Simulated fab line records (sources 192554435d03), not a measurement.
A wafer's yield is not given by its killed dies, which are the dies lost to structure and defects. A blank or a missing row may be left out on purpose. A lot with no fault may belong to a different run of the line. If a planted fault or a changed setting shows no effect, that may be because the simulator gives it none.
8D (eight disciplines) problem report, filled in by code || flow n5-finfet || the parts of the form that need people (team, actions taken, sign-off) are left out

## 1. THE ISSUE
At N5_PASSIVATION_PROBE_49, sort_bin_4_leakage averages 90.72 % over 6 wafers from 2 lots, while fault-free wafers read 0.00 %, standard deviation 0.014. So: +99 or more standard deviations from the usual mean.
First seen on wafer L323.1, day 18 03:21, on prober-01. At this step, 30 wafers from 10 lots have a number in the record. Rule for "out" (also "out of limits"): further than 4 standard deviations from the usual mean. All remaining wafers that have a number are taken as sound.

## 2. WHAT IT IS, WHAT IT ISN'T
{"question": "which readings at this step", "is": "sort_bin_4_leakage, defect-limited-yield, killed_at_M4_up, killed-dies, killed-on-rim, sort-n-pass, sort-yield-pct", "is not": "killed_at_M0_to_M3, killed-at-contacts, killed-at-other, killed-open, sort_bin_5_function"}
{"question": "which lots", "is": "L322, L323", "is not": "L305, L306, L309, L314, L318, L324, L325, L326"}
{"question": "which wafers of those lots", "is": "all that have a number", "is not": "-"}
{"question": "read on which tools", "is": "prober-01", "is not": "prober-02"}
{"question": "when", "is": "from day 18 03:21", "is not": "up to then (15 sound wafers); but 9 sound wafers of L324, L325, L326 came after"}

## 3. WHAT RULES OUT EACH SUSPECT
Counting: a tool at any process step up to the reading remains a suspect when it ran all the lots that are out and ran no sound lot after the first of those.
- ald-metal-01 at N5_BEOL_M11_ALD_74 (deposits TaN, target thk 2 nm, pulse time 2 s, purge time 3 s): ruled out as a lasting fault. Sound lots L324, L325 ran on it after its first lot that is out, L323 (day 16 02:40).
- prober-01 at N5_PASSIVATION_PROBE_49: ruled out as a lasting fault. Sound lots L326, L325 ran on it after its first lot that is out, L323 (day 18 03:21).
Left after counting: nothing in the record.

## 4. THE CAUSE (what the simulator had put in)
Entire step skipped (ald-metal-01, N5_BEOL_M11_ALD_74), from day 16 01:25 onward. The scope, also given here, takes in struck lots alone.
It was ruled out by counting, in error; the rule expects a fault to strike all lots run on its tool from its start on, and this fault did not.

## 5. THE CHAIN OF EFFECTS, in route order
Each row: a reading where the mean over the struck wafers with a number is more than 3 standard deviations away from the usual. Only readings whose record carries a usual standard deviation are examined. hours: median over the lots of the time between each lot's start at the first step of this table that gives one and its start at this step. sigmas: the change, counted in usual standard deviations.
{"hours": 0, "step": "N5_PASSIVATION_PROBE_49", "reading": "defect-limited-yield", "usual": "91.3 %", "on struck wafers": 0.0, "change": -91.3, "sigmas": -65}
{"hours": 0, "step": "N5_PASSIVATION_PROBE_49", "reading": "killed_at_M4_up", "usual": 13, "on struck wafers": 1085, "change": "+1072", "sigmas": "+99 or more"}
{"hours": 0, "step": "N5_PASSIVATION_PROBE_49", "reading": "killed-dies", "usual": 102, "on struck wafers": 1180, "change": "+1078", "sigmas": "+63"}
{"hours": 0, "step": "N5_PASSIVATION_PROBE_49", "reading": "killed-on-rim", "usual": 13, "on struck wafers": 152, "change": "+139", "sigmas": "+36"}
{"hours": 0, "step": "N5_PASSIVATION_PROBE_49", "reading": "sort_bin_4_leakage", "usual": "0.00 %", "on struck wafers": 90.72, "change": "+90.72", "sigmas": "+99 or more"}
{"hours": 0, "step": "N5_PASSIVATION_PROBE_49", "reading": "sort-n-pass", "usual": 1078, "on struck wafers": 0, "change": -1078, "sigmas": -63}
{"hours": 0, "step": "N5_PASSIVATION_PROBE_49", "reading": "sort-yield-pct", "usual": "91.3 %", "on struck wafers": 0.0, "change": -91.3, "sigmas": -65}
Here are the process steps it includes:
- N5_PASSIVATION_PROBE_49
Readings that are blank on the struck wafers while sound wafers have them: chamber-pressure-Torr at N5_BEOL_M11_ALD_74; heater-power-w at N5_BEOL_M11_ALD_74; mfc-carrier-sccm at N5_BEOL_M11_ALD_74.

## 6. WHAT WOULD HAVE CAUGHT IT SOONER
In this record the first reading out of limits was taken at day 18 03:21, 50 hours after the fault began at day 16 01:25.
At N5_BEOL_M11_ALD_74 the tool's readings are blank on the struck wafers, where sound wafers have them: an empty tool record is the first sign, and it was there at once.
